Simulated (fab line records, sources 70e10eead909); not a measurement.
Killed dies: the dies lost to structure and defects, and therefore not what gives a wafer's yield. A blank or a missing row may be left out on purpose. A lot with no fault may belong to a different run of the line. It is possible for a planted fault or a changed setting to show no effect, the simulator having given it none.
fab line records	flow nandHarc
record: lots: 5	wafers: 15	lastDay: 33
route steps=1302 shown A_BONDPAD@1216 HYBRID_BOND@1237 THIN_TSV@1244 END@1302
lots that met no fault: from a run of the same line without faults
startH: hours from the record's first day to the start of the lot's first wafer shown	waitH: hours elapsed since this lot's preceding step	" repeats the value in the row above	L1.1+2: a row that stands for several wafers	- either no value or no given start	* or withheld: withheld	< > ~ a bound
route shown NAME@n: a module of which the file shows steps, and the number in the route of the first	usual: mean/standard deviation of fault-free wafers	same: alike in all rows	chamber/n: place in a boat	sites: the reading at each site	_std_site: the standard deviation of these	_edge_site: inner sites' mean taken away from outer sites' mean	radiusMm: for every site, how far away it sits from the centre of the wafer	mask NAME#n: copy n	behind: the tool/chamber that last shaped the wafer	hold: why the lot was held/for how many hours/how that ended	device: the transistor (n, p or np) that didn't switch	end of line: at the end of the route, the tests of the same wafers	a step given without rows: its recipe and nothing more	killed: dies that structure and defects cost at the first sort, which is not the same as the wafer's yield	map: the dies of a wafer, with x for killed, . for not killed, _ for no die there
set.NAME: the setting that was run; set.NAME@STEP: the one run at that earlier step	model.NAME: the simulator's own value behind a step, which no gauge read
lots at some steps of the route; a table a step, a row a wafer
services: the hour from which a tool's chamber was out of use, counted from the record's first day as startH (under 0 if before that day), plus the number of hours and why
== steps ==
step: NHARC_A_BONDPAD_OVL_MEAS_35
usual: overlayXNm: 2/3.3	overlayYNm: 1/5.7
lot.wafer	tool	chamber	startH	waitH	overlayXNm	overlayYNm
L476.1	overlay-02	-	593.05	-	-1	2
L476.2	"	-	"	"	-1	2
L476.6	"	-	"	"	-1	2
L474.1	overlay-01	-	601.46	-	-1	-7
L474.2	"	-	"	"	-1	-7
L474.3	"	-	"	"	-1	-6
L483.1	overlay-02	-	681.56	-	0	-3
L483.3	"	-	"	"	0	-2
L483.5	"	-	"	"	0	-2
L490.1	overlay-02	-	721.77	-	-4	4
L490.3	"	-	"	"	-4	4
L490.6	"	-	"	"	-4	4
L493.3	overlay-02	-	755.19	-	-2	7
L493.4	"	-	"	"	-1	6
L493.6	"	-	"	"	-2	7
step: NHARC_A_BONDPAD_HARDBAKE_10
recipe: tempC: 118	timeS: 65
step: NHARC_A_BONDPAD_DESCUM_11
recipe: timeS: 3	o2FlowSccm: 200	arFlowSccm: 0	biasPowerW: 0	chemistry: O2
step: NHARC_A_BONDPAD_ETCH_34
recipe: targetDepthA: 600	overetchA: 180	timeS: 65.91	ionEnergyEv: 200	n2FlowSccm: 150	h2FlowSccm: 150	arFlowSccm: 0	rfW: 400	biasW: 150	chemistry: N2/H2
step: NHARC_A_BONDPAD_ETCH_12
recipe: targetDepthA: 2200	timeS: 110	chf3FlowSccm: 50	o2FlowSccm: 10	arFlowSccm: 200	rfW: 500	biasW: 200	chemistry: CHF3/O2
usual: drypumpMotorCurrentA: 5.7/0.4	oesProductAu: 0.929/0.023	rfVppV: 369.5/1.9	showerheadPlenumPTorr: 2.35/0.078	throttleValvePct: 20.573/0.0095
lot.wafer	tool	chamber	startH	waitH	drypumpMotorCurrentA	oesProductAu	rfHoursCounterH	rfVppV	showerheadPlenumPTorr	throttleValvePct
L476.2	rieDiel-06	3	-	-	5.9	0.908	16	368.4	2.37	20.583
L476.1	"	1	"	"	4.8	0.900	16	370.7	2.34	20.564
L476.6	"	3	"	"	5.9	0.909	-	370.3	2.37	20.576
L474.2	rieDiel-11	3	-	-	5.8	0.912	4	373.4	2.51	20.580
L474.3	"	0	"	"	6.2	0.923	4	371.1	2.40	20.580
L474.1	"	1	"	"	5.3	0.904	4	368.2	2.26	20.569
L483.3	rieDiel-11	1	-	-	5.3	0.911	3	367.6	2.26	20.576
L483.1	"	2	"	"	5.6	0.929	3	368.9	2.31	20.569
L483.5	"	3	"	"	5.8	0.917	-	373.1	2.51	20.569
L490.3	rieDiel-11	1	-	-	5.3	0.909	4	366.6	2.26	20.587
L490.1	"	3	"	"	5.8	0.901	4	373.1	2.51	20.580
L490.6	"	1	"	"	5.3	0.901	-	367.0	2.26	20.570
L493.4	rieDiel-06	0	-	-	6.1	0.918	12	367.3	2.28	20.553
L493.3	"	2	"	"	5.8	0.927	13	369.5	2.30	20.577
L493.6	"	0	"	"	6.2	0.921	-	367.5	2.28	20.573
step: NHARC_A_BONDPAD_CD_MEAS_13
usual: cdNm: 501.6/3
lot.wafer	tool	chamber	startH	waitH	cdNm
L476.1	cdSem-02	-	593.49	-	497.2
L476.2	"	-	"	"	503.7
L476.6	"	-	"	"	501.6
L474.1	cdSem-02	-	601.91	-	499.9
L474.2	"	-	"	"	500.1
L474.3	"	-	"	"	501.0
L483.1	cdSem-01	-	682.15	-	502.0
L483.3	"	-	"	"	502.5
L483.5	"	-	"	"	499.3
L490.1	cdSem-01	-	722.21	-	505.4
L490.3	"	-	"	"	504.0
L490.6	"	-	"	"	509.0
L493.3	cdSem-01	-	755.63	-	497.6
L493.4	"	-	"	"	505.7
L493.6	"	-	"	"	505.6
step: NHARC_A_BONDPAD_STRIP_15
recipe: o2FlowSccm: 500	arFlowSccm: 0	biasW: 0	chemistry: O2
step: NHARC_A_BONDPAD_ETCH_24
recipe: targetDepthA: 300	overEtchFrac: 0.3	timeS: 72.99	ionEnergyEv: 150	cf4FlowSccm: 50	n2FlowSccm: 100	arFlowSccm: 150	rfW: 300	biasW: 100	chemistry: CF4/N2
step: NHARC_A_BONDPAD_STRIP_16
recipe: timeS: 600	tempC: 30	chemistry: postEtchResidueRemover
step: NHARC_A_BONDPAD_DEGAS_25
recipe: tempC: 300	timeS: 60
step: NHARC_A_BONDPAD_PRE_CLEAN_26
recipe: timeS: 30	tempC: 280	gas: H2/He
step: NHARC_A_BONDPAD_PVD_17
recipe: targetThkA: 50	biasV: 168.6	powerW: 15000	chamberPressurePa: 0.12	timeS: 8.06	substrateTempC: 50	material: TaN
usual: substrateTempC: 50.01/0.11	throttleValvePct: 30.0/0.92
lot.wafer	tool	chamber	startH	waitH	substrateTempC	throttleValvePct
L476.1	pvdSputter-01	-	-	-	50.30	28.7
L476.2	"	-	"	"	50.20	30.1
L476.6	"	-	"	"	49.90	32.0
L474.2	pvdSputter-02	-	-	-	49.95	29.2
L474.3	"	-	"	"	49.99	29.7
L474.1	"	-	"	"	49.85	29.2
L483.1	pvdSputter-01	-	-	-	50.26	29.8
L483.3	"	-	"	"	49.77	31.9
L483.5	"	-	"	"	49.97	31.6
L490.3	pvdSputter-03	-	-	-	50.12	30.6
L490.1	"	-	"	"	50.09	30.2
L490.6	"	-	"	"	49.98	29.3
L493.3	pvdSputter-03	-	-	-	49.83	30.7
L493.4	"	-	"	"	49.99	30.4
L493.6	"	-	"	"	49.98	31.0
step: NHARC_A_BONDPAD_PVD_27
recipe: targetThkA: 300	chamberPressurePa: 5	powerW: 5000	substrateTempC: 30	timeS: 20.49	material: Cu
usual: substrateTempC: 29.98/0.11	throttleValvePct: 30.0/0.9
lot.wafer	tool	chamber	startH	waitH	substrateTempC	throttleValvePct
L476.2	pvdSputter-01	-	594.34	-	29.86	32.0
L476.1	"	-	"	"	30.11	29.7
L476.6	"	-	"	"	30.04	29.5
L474.3	pvdSputter-02	-	602.76	-	29.82	28.9
L474.2	"	-	"	"	29.82	29.3
L474.1	"	-	"	"	30.09	30.3
L483.3	pvdSputter-01	-	683.00	-	29.99	31.8
L483.1	"	-	"	"	30.05	29.9
L483.5	"	-	"	"	30.21	32.1
L490.1	pvdSputter-03	-	723.07	-	30.04	30.5
L490.3	"	-	"	"	30.06	29.4
L490.6	"	-	"	"	29.97	30.2
L493.3	pvdSputter-03	-	756.55	-	29.78	29.5
L493.4	"	-	"	"	30.11	30.3
L493.6	"	-	"	"	29.90	29.4
step: NHARC_A_BONDPAD_ECD_18
recipe: targetThkA: 4000	bathTempC: 25	material: Cu
step: NHARC_A_BONDPAD_ANNEAL_28
recipe: tempC: 225	timeS: 90
step: NHARC_A_BONDPAD_CMP_19
recipe: tOverpolishS: 30	cuRecessTouchS: 16	targetThkNm: 169.82
step: NHARC_A_BONDPAD_SRD_21
recipe: timeS: 30	tempC: 23	dryTimeS: 20	spinRpm: 1500
step: NHARC_HYBRID_BOND_ACTIVATE_00
recipe: timeS: 60	n2FlowSccm: 200	arFlowSccm: 0	biasPowerW: 0	chemistry: N2
usual: drypumpMotorCurrentA: 5.5/0.34	oesProductAu: 1.003/0.013	rfVppV: 64.0/0.89	showerheadPlenumPTorr: 1.76/0.069
lot.wafer	tool	chamber	startH	waitH	drypumpMotorCurrentA	oesProductAu	rfHoursCounterH	rfVppV	showerheadPlenumPTorr
L476.1	rieDiel-04	3	595.83	0.1	5.8	1.020	5	62.6	1.67
L476.2	"	0	"	"	5.5	1.003	4	63.9	1.76
L476.6	"	2	"	"	5.1	0.996	-	64.7	1.80
L474.2	rieDiel-03	0	604.25	0.1	6.2	0.996	50	63.9	1.90
L474.3	"	1	"	"	5.7	1.002	53	65.0	1.76
L474.1	"	2	"	"	6.2	0.986	51	63.0	1.65
L483.3	rieDiel-04	1	684.46	0.1	5.4	1.027	9	64.6	1.81
L483.1	"	3	"	"	5.8	1.017	14	63.1	1.67
L483.5	"	1	"	"	5.4	1.020	-	63.4	1.81
L490.3	rieDiel-04	2	724.56	0.1	5.1	0.989	0	62.2	1.79
L490.1	"	3	"	"	5.8	1.011	0	63.1	1.67
L490.6	"	2	"	"	5.1	0.996	-	63.7	1.80
L493.4	rieDiel-04	0	758.03	0.1	5.5	1.015	3	63.1	1.76
L493.3	"	1	"	"	5.4	1.001	3	65.1	1.81
L493.6	"	1	"	"	5.4	1.006	-	62.9	1.81
step: NHARC_HYBRID_BOND_PRECLEAN_01
recipe: timeS: 300	tempC: 23	chemistry: DIW
step: NHARC_HYBRID_BOND_SRD_02
recipe: timeS: 30	tempC: 23	dryTimeS: 20	spinRpm: 1500
step: NHARC_HYBRID_BOND_BOND_03
recipe: tempC: 25
step: NHARC_HYBRID_BOND_ANNEAL_04
recipe: tempC: 300	timeS: 7200	rampUpCPerMin: 5	rampDownCPerMin: 3	idleTempC: 100	pressureAtm: 1
step: NHARC_HYBRID_BOND_OVL_MEAS_05
usual: overlayXNm: 2/33	overlayYNm: -3/33
lot.wafer	tool	chamber	startH	waitH	overlayXNm	overlayYNm
L476.1	overlay-01	-	605.27	0.4	21	-5
L476.2	"	-	"	"	-21	37
L476.6	"	-	"	"	9	23
L474.1	overlay-01	-	613.42	0.4	47	-43
L474.2	"	-	"	"	-37	6
L474.3	"	-	"	"	5	-71
L483.1	overlay-01	-	691.84	0.4	23	-8
L483.3	"	-	"	"	15	23
L483.5	"	-	"	"	-18	39
L490.1	overlay-01	-	735.55	0.4	-90	14
L490.3	"	-	"	"	-52	42
L490.6	"	-	"	"	-24	-23
L493.3	overlay-02	-	768.48	0.4	58	13
L493.4	"	-	"	"	7	1
L493.6	"	-	"	"	-3	14
step: NHARC_THIN_TSV_GRIND_00
recipe: targetThkUm: 6
usual: motorCurrentA: 11.997/0.019	slurryFlowMlMin: 150.0/0.4
lot.wafer	tool	chamber	startH	waitH	motorCurrentA	slurryFlowMlMin
L476.1	grinder-01	0	605.47	0.1	11.974	149.8
L476.2	"	0	"	"	11.992	149.5
L476.6	"	0	"	"	11.994	150.1
L474.1	grinder-01	0	614.84	1.4	12.013	151.2
L474.2	"	0	"	"	11.974	150.8
L474.3	"	0	"	"	12.009	150.3
L483.1	grinder-01	0	692.05	0.1	11.999	149.9
L483.3	"	0	"	"	11.996	149.3
L483.5	"	0	"	"	12.021	150.0
L490.1	grinder-01	0	735.76	0.1	12.012	151.1
L490.3	"	0	"	"	11.997	150.1
L490.6	"	0	"	"	11.984	150.3
L493.3	grinder-01	0	769.07	0.5	12.005	150.1
L493.4	"	0	"	"	11.976	150.5
L493.6	"	0	"	"	11.988	149.9
step: NHARC_THIN_TSV_CMP_01
recipe: targetThkUm: 3
step: NHARC_THIN_TSV_THK_MEAS_02
recipe: thkMeasGauge: ir
usual: thkNm: 2974/200
lot.wafer	tool	chamber	startH	waitH	thkNm
L476.1	filmMetro-02	-	606.96	-	2769
L476.2	"	-	"	"	2613
L476.6	"	-	"	"	3078
L474.1	filmMetro-01	-	616.31	-	3042
L474.2	"	-	"	"	3116
L474.3	"	-	"	"	3304
L483.1	filmMetro-01	-	693.54	-	3379
L483.3	"	-	"	"	3146
L483.5	"	-	"	"	3127
L490.1	filmMetro-02	-	737.25	0.2	3176
L490.3	"	-	"	"	3163
L490.6	"	-	"	"	3004
L493.3	filmMetro-02	-	770.15	0.2	2973
L493.4	"	-	"	"	3121
L493.6	"	-	"	"	3033
step: NHARC_THIN_TSV_SRD_03
step: NHARC_THIN_TSV_PRECLEAN_41
recipe: timeS: *	tempC: 50	bathAgeMin: 0	chemistry: SC1
step: NHARC_THIN_TSV_SRD_42
step: NHARC_THIN_TSV_DEP_43
recipe: targetThkA: 13285	tempC: withheld	pressureTorr: 6.5	rfW: 900	teosFlowSccm: 161.4	flowSccm: 2650	targetThkNm: 1328.5	gas: O2	material: SiO2
usual: throttleValvePct: 16.0/0.65
lot.wafer	tool	chamber	startH	waitH	throttleValvePct
L476.1	pecvd-03	0	607.23	-	16.0
L476.2	"	1	"	"	15.9
L476.6	"	0	"	"	16.0
L474.2	pecvd-03	2	616.53	-	15.2
L474.1	"	0	"	"	16.0
L474.3	"	1	"	"	15.9
L483.1	pecvd-03	2	693.81	-	15.2
L483.3	"	0	"	"	16.0
L483.5	"	2	"	"	15.1
L490.3	pecvd-02	1	737.51	-	16.4
L490.1	"	2	"	"	15.4
L490.6	"	2	"	"	15.4
L493.3	pecvd-01	0	770.37	-	17.0
L493.4	"	0	"	"	17.3
L493.6	"	1	"	"	16.3
step: NHARC_THIN_TSV_DEHYDRATE_04
recipe: tempC: 150	timeS: 120
step: NHARC_THIN_TSV_HMDS_05
recipe: timeS: 30
step: NHARC_THIN_TSV_COAT_06
recipe: spinRpm: *
step: NHARC_THIN_TSV_SOFTBAKE_07
recipe: tempC: 122	timeS: 95
step: NHARC_THIN_TSV_EBR_08
step: NHARC_THIN_TSV_EXPOSE_09
recipe: na: 0.55	doseMj: 30.7	maskId: TSV
step: NHARC_THIN_TSV_PEB_10
recipe: pebTempC: 118	pebTimeS: 85
step: NHARC_END_SORT_01
recipe: tempC: 25
usual: defectLimitedYield: 91/3.1	killedAtArray: 54/21	killedAtOther: 0.9/1.1	killedAtPeriphery: 3.5/2.5	killedDies: 58/21	killedOpen: 3.3/1.9	killedShort: 2.6/1.8	sort_bin_2_pct: 3.0/1.4	sort_bin_3_pct: 0.6/0.41	sort_bin_4_pct: 4.9/1.7	sortNPass: 619/21	sortRimYieldPct: 92/4	sortYieldPct: 91/3.1
same: grossDies: 677	sort_bin_5_pct[%]: 0	sort_bin_6_pct[%]: 0	sort_bin_7_pct[%]: 0	sort_bin_8_pct[%]: 0	sortRimNGross: 106.00
lot.wafer	tool	chamber	startH	waitH	defectLimitedYield[%]	killedAtArray	killedAtOther	killedAtPeriphery	killedDies	killedOpen	killedShort	sort_bin_2_pct[%]	sort_bin_3_pct[%]	sort_bin_4_pct[%]	sortNPass	sortRimYieldPct[%]	sortYieldPct[%]
L483.1	prober-02	0	715.95	2.5	77	142	0	13	155	8	6	9.0	3.4	10.5	522	83	77
L483.3	prober-02	0	717.57	3.1	81	124	0	6	130	1	2	9.3	3.0	6.9	547	78	81
L483.5	prober-02	0	719.18	3.7	78	141	0	7	148	2	7	9.2	4.0	8.7	529	80	78
killed by level:class
L483.1 A_BONDPAD:unspecified=78 A_CHANNEL_HOLE_D1:chamberFilmFlake=32 A_CHANNEL_HOLE_D2:chamberFilmFlake=12 P_GATE:chamberFilmFlake=4 P_M1:chamberFilmFlake=3 A_ZERO_WELL:chamberFilmFlake=3 A_STAIRCASE:chamberFilmFlake=3 P_GATE:geometricParticle:open=2
L483.3 A_BONDPAD:unspecified=66 A_CHANNEL_HOLE_D1:chamberFilmFlake=27 A_CHANNEL_HOLE_D2:chamberFilmFlake=21 P_GATE:chamberFilmFlake=3 A_SLIT:chamberFilmFlake=3 P_ZERO_WELL:chamberFilmFlake=2 A_STAIRCASE:chamberFilmFlake=2 P_M0:geometricParticle:short=1
L483.5 A_BONDPAD:unspecified=74 A_CHANNEL_HOLE_D1:chamberFilmFlake=31 A_CHANNEL_HOLE_D2:chamberFilmFlake=17 A_WL_FILL:geometricParticle:short=3 A_STAIRCASE:chamberFilmFlake=3 A_SLIT:chamberFilmFlake=3 P_M0:geometricParticle:short=2 A_ONON_D2:geometricParticle:short=2
map L483.1 (x killed, . not)
____________x____________
_________xxxx.xx_________
_______....x...x.._______
______.....xx.x..x.______
_____......x..x.xx.x_____
____......x.xxxxxxxx.____
____...........x.xxxx____
___x..........x.xxxxxx___
___............xxx..x.___
__............xxxx.x.x.__
__.......x...xxx.xx....__
_.......x.xxxxxx.x....x._
_..........xxxxxxxx...xx_
_.........xxxxxxx.x....._
_.......x.xxxxxxxx......_
_.x........xxxxxxx....x._
...........xxxxxxx.x.....
..........xxxxxxxxx......
.........xxxxxxxxx......x
.x........xxxxxxx.x......
........x..xxxxx.........
_............x.......x.._
_............x.........x_
_..................x...._
_.......x..............._
_......................._
__.....................__
__.....................__
___...............x...___
___.........x.........___
____...x.............____
____...x..x..........____
_____..............._____
______.............______
_______....x......_______
_________......._________
____________.____________
map L476.1 (x killed, . not)
____________.____________
_________..x...._________
_______.....xx...._______
______....x.....x..______
_____......x.x..xx.._____
____............x..x.____
____x....x....xxxx.xx____
___.........x..xxxx...___
___...........xxxxxx.x___
__..............xxx..x.__
__.............xxxx....__
_.x.............x.x....._
_.............x........._
_...x..................._
_.....................x._
_....x.................._
...................x.....
.........x...............
..................xx.....
.........................
.........................
_......................._
_x............xx........_
_...........x..........._
_......................._
_......................._
__.....................__
__.....................__
___...................___
___...................___
____.................____
____.................____
_____..............._____
______.............______
_______..........._______
_________x......_________
____________.____________
== services ==
tool	chamber	startH	hours	kind
grinder-01	-	588.10	4.5	repair
pvdSputter-01	-	598.32	10.0	pm
rieDiel-04	1	604.92	8.3	repair
rieDiel-11	-	609.52	9.0	pm
rieDiel-04	2	616.94	19.4	repair
rieDiel-04	1	617.14	8.9	repair
grinder-01	-	626.85	5.2	repair
pvdSputter-01	-	630.80	2.8	repair
pecvd-03	-	651.34	0.7	repair
pvdSputter-01	-	655.97	2.6	repair
pvdSputter-03	-	675.90	1.4	repair
rieDiel-11	3	686.48	6.0	repair
rieDiel-04	-	689.60	1.2	repair
rieDiel-04	0	694.29	32.4	repair
pvdSputter-01	-	699.70	1.2	repair
pvdSputter-03	-	704.64	10.0	pm
rieDiel-04	-	709.30	9.0	pm
pecvd-03	-	728.24	13.0	pm
grinder-01	-	736.95	8.0	pm
rieDiel-11	3	744.33	1.7	repair
grinder-01	-	755.79	0.6	repair
grinder-01	-	757.30	1.6	repair
pvdSputter-03	-	757.54	2.6	repair
pvdSputter-01	-	767.14	1.7	repair
== key ==
firstSign: step: NHARC_END_SORT_01	reading: killedDies	direction: up	sigmas: 4.1	usual: 58	struck: 144
effect: step: NHARC_END_SORT_01	reading: defectLimitedYield	direction: down	sigmas: 4.1	usual: 91	struck: 79
moreKillsBornAt: NHARC_A_BONDPAD_PVD_27@pvdSputter-01: 218
metAt NHARC_A_BONDPAD_PVD_27
struckWafers L483.1,L483.3,L483.5
onsetBetween 594.34 683.00
alsoFits NHARC_A_BONDPAD_PVD_17:pvdSputter-01
fault: kind: chamberParticleSource	tool: pvdSputter-01	chamber: -	onsetH: 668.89	steps: NHARC_A_BONDPAD_PVD_27	ratePerVisitCm2: 0.7436	endH: 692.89
